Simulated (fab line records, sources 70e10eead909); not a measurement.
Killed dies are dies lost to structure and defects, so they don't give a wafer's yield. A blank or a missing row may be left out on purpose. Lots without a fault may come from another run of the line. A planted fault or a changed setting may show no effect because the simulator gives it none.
fab line records | flow nand_harc
record lots=14 wafers=42 last_day=34
route steps=1302 shown P_M1@315 P_M2@330
lots that met no fault: from a run of the same line without faults
start_h: hours from the record's first day to the start of the lot's first wafer shown | wait_h: hours since the lot's step before | " the same as in the row above | L1.1+2: a row that stands for several wafers | - no value, or no start given | * or withheld: withheld | < > ~ a bound
route shown NAME@n: a module of which the file shows steps, and the number in the route of the first | usual: mean/standard deviation of fault-free wafers | same: alike in all rows | chamber/n: place in a boat | sites: the reading at each site | _std_site: their standard deviation | _edge_site: outer sites' mean less inner sites' | radius_mm: how far each site lies from the wafer's centre | mask NAME#n: copy n | behind: the tool/chamber that last shaped the wafer | hold: why the lot was held/for how many hours/how that ended | device: the transistor (n, p or np) that didn't switch | end of line: the same wafers' tests at the end of the route | a step without rows: its recipe alone | killed: dies lost to structure and defects at the first sort, not the wafer's yield | map: a wafer's dies, x killed, . not, _ none there
set.NAME: the setting as run; set.NAME@STEP: as run at that earlier step | model.NAME: the simulator's own value behind a step, which no gauge read
steps of the route over a sample of lots; a table a step, a row a wafer
services: from which hour (start_h, from the record's first day; less than 0 if before it) a tool's chamber was out of use, for how many hours, and why
## steps
# step NHARC_P_M1_INSPECT_27
# usual raw_defect_count=299/120
# columns lot.wafer tool chamber start_h wait_h raw_defect_count
L535.4 defect_inspect-01 - 128.55 0.0 252
L535.5 " - " " 238
L535.6 " - " " 408
L537.2 defect_inspect-02 - 144.42 0.0 350
L537.4 " - " " 262
L537.5 " - " " 302
L536.2 defect_inspect-02 - 144.90 0.0 234
L536.3 " - " " 328
L536.5 " - " " 246
L538.1 defect_inspect-01 - 154.72 0.0 353
L538.2 " - " " 324
L538.3 " - " " 316
L539.1 defect_inspect-02 - 167.40 0.0 156
L539.3 " - " " 143
L539.4 " - " " 169
L540.1 defect_inspect-01 - 176.67 0.0 319
L540.2 " - " " 419
L540.4 " - " " 161
L541.1 defect_inspect-02 - 185.62 0.0 342
L541.3 " - " " 281
L541.5 " - " " 285
L543.1 defect_inspect-01 - 204.06 0.0 225
L543.3 " - " " 235
L543.6 " - " " 257
L548.2 defect_inspect-02 - 259.04 0.0 319
L548.5 " - " " 285
L548.6 " - " " 367
L550.2 defect_inspect-01 - 277.71 0.0 196
L550.4 " - " " 148
L550.5 " - " " 211
L551.3 defect_inspect-02 - 290.42 0.0 269
L551.4 " - " " 146
L551.6 " - " " 207
L554.2 defect_inspect-02 - 313.82 0.0 286
L554.5 " - " " 266
L554.6 " - " " 234
L557.1 defect_inspect-02 - 355.43 0.0 385
L557.2 " - " " 231
L557.3 " - " " 226
L558.2 defect_inspect-02 - 361.50 0.0 232
L558.4 " - " " 400
L558.6 " - " " 334
# step NHARC_P_M2_INSPECT_11
# usual raw_defect_count=4.2/2.3
# columns lot.wafer tool chamber start_h wait_h raw_defect_count
L535.4 defect_inspect-01 - 129.94 0.0 5
L535.5 " - " " 5
L535.6 " - " " 4
L537.2 defect_inspect-01 - 145.98 0.0 6
L537.4 " - " " 3
L537.5 " - " " 3
L536.2 defect_inspect-01 - 146.56 0.0 5
L536.3 " - " " 5
L536.5 " - " " 2
L538.1 defect_inspect-02 - 156.11 0.0 2
L538.2 " - " " 6
L538.3 " - " " 1
L539.1 defect_inspect-02 - 168.94 0.0 8
L539.3 " - " " 8
L539.4 " - " " 5
L540.1 defect_inspect-02 - 178.36 0.0 5
L540.2 " - " " 2
L540.4 " - " " 0
L541.1 defect_inspect-02 - 187.01 0.0 4
L541.3 " - " " 2
L541.5 " - " " 3
L543.1 defect_inspect-02 - 205.58 0.0 0
L543.3 " - " " 4
L543.6 " - " " 6
L548.2 defect_inspect-02 - 260.55 0.0 7
L548.5 " - " " 6
L548.6 " - " " 4
L550.2 defect_inspect-02 - 279.24 0.0 1
L550.4 " - " " 2
L550.5 " - " " 1
L551.3 defect_inspect-02 - 291.81 0.0 7
L551.4 " - " " 4
L551.6 " - " " 5
L554.2 defect_inspect-02 - 315.35 0.0 8
L554.5 " - " " 7
L554.6 " - " " 7
L557.1 defect_inspect-01 - 356.94 0.0 8
L557.2 " - " " 7
L557.3 " - " " 3
L558.2 defect_inspect-02 - 362.89 0.0 1
L558.4 " - " " 3
L558.6 " - " " 4
# step NHARC_P_M2_ECD_22
# recipe target_thk_a=4000 bath_temp_c=25 material=Cu
# columns lot.wafer tool chamber start_h wait_h
L535.4+5+6 ecd_cu-01 1,1,0 131.48 -
L537.2+4+5 ecd_cu-02 1,0,1 147.96 -
L536.2+3+5 ecd_cu-01 0 148.16 -
L538.2+1+3 ecd_cu-01 1,0,0 157.60 -
L539.1+3+4 ecd_cu-01 0,0,1 170.38 -
L540.1+2+4 ecd_cu-02 1,0,1 179.80 -
L541.1+3+5 ecd_cu-01 1,0,1 188.50 -
L543.1+3+6 ecd_cu-01 1,1,0 207.02 -
L548.2+5+6 ecd_cu-02 1,0,1 262.04 -
L550.2+4+5 ecd_cu-02 0,1,1 280.72 -
L551.4+3+6 ecd_cu-02 1,0,1 293.34 -
L554.2+6+5 ecd_cu-01 1,0,1 316.83 -
L557.1+2+3 ecd_cu-02 0,1,1 358.38 -
L558.2+4+6 ecd_cu-01 0 364.33 -
# step NHARC_P_M2_ANNEAL_31
# recipe temp_c=225 time_s=90
# usual anneal_temp_c=224.98/0.18 wafer_temp_C_max=226.6/0.39
# columns lot.wafer tool chamber start_h wait_h anneal_temp_c wafer_temp_C_max
L535.4 rtp_anneal-01 0 131.91 - 225.24 226.3
L535.5 " 0 " " 225.15 226.7
L535.6 " 0 " " 225.19 227.3
L537.2 rtp_anneal-02 0 148.33 - 225.39 226.9
L537.4 " 0 " " 225.13 226.2
L537.5 " 0 " " 225.39 226.5
L536.2 rtp_anneal-01 0 148.54 0.3 224.83 226.5
L536.3 " 0 " " 225.00 227.3
L536.5 " 0 " " 225.12 226.6
L538.1 rtp_anneal-01 0 157.98 0.3 224.67 227.1
L538.2 " 0 " " 225.05 226.7
L538.3 " 0 " " 224.88 226.9
L539.1 rtp_anneal-02 0 170.75 - 224.73 226.4
L539.3 " 0 " " 224.96 226.6
L539.4 " 0 " " 224.87 226.9
L540.1 rtp_anneal-01 0 180.17 - 225.18 226.7
L540.2 " 0 " " 225.03 226.5
L540.4 " 0 " " 224.95 227.2
L541.1 rtp_anneal-01 0 188.83 0.3 224.66 227.3
L541.3 " 0 " " 224.72 226.6
L541.5 " 0 " " 224.67 227.4
L543.1 rtp_anneal-02 0 207.40 0.3 224.87 226.3
L543.3 " 0 " " 225.08 226.3
L543.6 " 0 " " 225.08 226.2
L548.2 rtp_anneal-02 0 262.42 0.3 225.02 226.8
L548.5 " 0 " " 224.90 226.5
L548.6 " 0 " " 224.90 226.6
L550.2 rtp_anneal-01 0 281.10 0.3 225.25 226.2
L550.4 " 0 " " 224.98 226.4
L550.5 " 0 " " 224.87 226.3
L551.3 rtp_anneal-01 0 293.72 - 225.06 227.0
L551.4 " 0 " " 224.70 226.6
L551.6 " 0 " " 224.94 226.9
L554.2 rtp_anneal-02 0 317.21 - 225.28 225.9
L554.5 " 0 " " 224.92 226.8
L554.6 " 0 " " 225.54 226.1
L557.1 rtp_anneal-02 0 358.76 - 225.12 226.2
L557.2 " 0 " " 224.65 225.9
L557.3 " 0 " " 225.15 226.5
L558.2 rtp_anneal-02 0 364.76 0.4 224.84 227.0
L558.4 " 0 " " 224.93 226.3
L558.6 " 0 " " 225.15 226.3
# step NHARC_P_M2_CMP_23
# recipe t_overpolish_s=20 target_thk_nm=144.3
# usual motor_current_A=12.6/0.97 time_to_endpoint_s=29.1/2
# columns lot.wafer tool chamber start_h wait_h motor_current_A time_to_endpoint_s
L535.4 cmp-02 0 132.18 - 11.1 28.2
L535.5 " 1 " " 12.0 28.5
L535.6 " 2 " " 13.0 27.3
L537.2 cmp-02 2 148.63 - 13.4 30.0
L537.4 " 0 " " 11.3 32.9
L537.5 " 2 " " 13.2 31.2
L536.3 cmp-03 1 148.83 - 11.6 26.5
L536.2 " 0 " " 12.1 25.3
L536.5 " 2 " " 14.1 27.8
L538.3 cmp-02 0 158.35 - 11.7 33.1
L538.2 " 1 " " 12.9 34.7
L538.1 " 2 " " 12.9 35.3
L539.3 cmp-03 3 171.10 - 12.5 28.9
L539.4 " 0 " " 11.7 29.1
L539.1 " 1 " " 11.1 29.0
L540.1 cmp-03 1 180.55 - 10.3 29.1
L540.2 " 2 " " 14.2 29.6
L540.4 " 3 " " 12.2 29.5
L541.1 cmp-04 2 189.24 - 13.6 27.0
L541.3 " 3 " " 13.3 27.8
L541.5 " 0 " " 13.8 27.5
L543.1 cmp-04 2 207.78 - 13.5 28.9
L543.3 " 0 " " 14.3 30.7
L543.6 " 1 " " 12.9 30.7
L548.2 cmp-04 1 262.77 - 13.1 31.9
L548.5 " 3 " " 12.8 32.0
L548.6 " 0 " " 13.2 29.3
L550.4 cmp-03 2 281.42 - 15.4 13.4
L550.2 " 3 " " 12.4 29.3
L550.5 " 2 " " 14.2 16.3
L551.3 cmp-02 0 294.02 - 11.0 30.3
L551.4 " 1 " " 13.1 14.9
L551.6 " 3 " " 12.0 28.9
L554.2 cmp-02 2 317.59 - 13.2 29.1
L554.6 " 3 " " 11.4 26.3
L554.5 " 0 " " 11.7 29.8
L557.2 cmp-02 3 359.10 - 12.2 29.1
L557.3 " 1 " " 12.8 29.8
L557.1 " 2 " " 13.2 29.2
L558.4 cmp-02 0 365.08 - 11.2 27.4
L558.2 " 1 " " 12.7 29.1
L558.6 " 0 " " 11.7 29.2
## services
# columns tool chamber start_h hours kind
cmp-04 - 126.18 4.0 pm
cmp-03 - 132.06 0.9 repair
cmp-02 - 134.50 4.0 pm
ecd_cu-01 - 160.45 8.0 pm
cmp-03 - 162.00 4.0 pm
ecd_cu-02 - 201.17 0.4 repair
ecd_cu-01 - 207.42 2.2 repair
cmp-02 - 211.45 2.3 repair
cmp-04 - 224.18 4.0 pm
cmp-02 - 232.50 4.0 pm
cmp-03 - 238.89 1.8 repair
ecd_cu-02 - 244.00 8.0 pm
ecd_cu-01 - 257.10 1.0 repair
cmp-03 - 260.00 4.0 pm
cmp-03 - 305.62 0.8 repair
cmp-04 - 313.97 0.6 repair
cmp-02 - 317.79 2.6 repair
cmp-04 - 322.18 4.0 pm
cmp-04 - 327.91 0.6 repair
cmp-02 - 330.50 4.0 pm
ecd_cu-01 - 336.45 8.0 pm
cmp-04 - 345.77 1.9 repair
cmp-03 - 358.00 4.0 pm
cmp-02 - 362.20 1.3 repair
## key
first_sign step=NHARC_P_M2_CMP_23 reading=time_to_endpoint_s direction=down sigmas=7.2 usual=* struck=*
effect none on later readings
met_at NHARC_P_M2_ECD_22
struck_lots L550,L551
struck_wafers L550.4,L550.5,L551.4
later_rows_left_out L550.4,L550.5,L551.4
sort_left_out L550.4,L550.5,L551.4
not_acting_at NHARC_P_M1_INSPECT_27,NHARC_P_M2_INSPECT_11,NHARC_P_M2_ANNEAL_31
onset_between 262.04 280.72
fault kind=process_parameter_drift tool=ecd_cu-02 chamber=- onset_h=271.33 steps=NHARC_P_M2_ECD_22 channel=target_thk_a offset=* shape=step end_h=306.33 scope=struck_wafers_only acts_in=* stated=*
# sort_left_out: the simulated sort isn't trusted on such a fault, so these wafers' sort isn't shown, and their yield isn't known
# later_rows_left_out: the simulator's readings of these wafers behind a module that went badly wrong aren't trusted and aren't shown, but for the sort
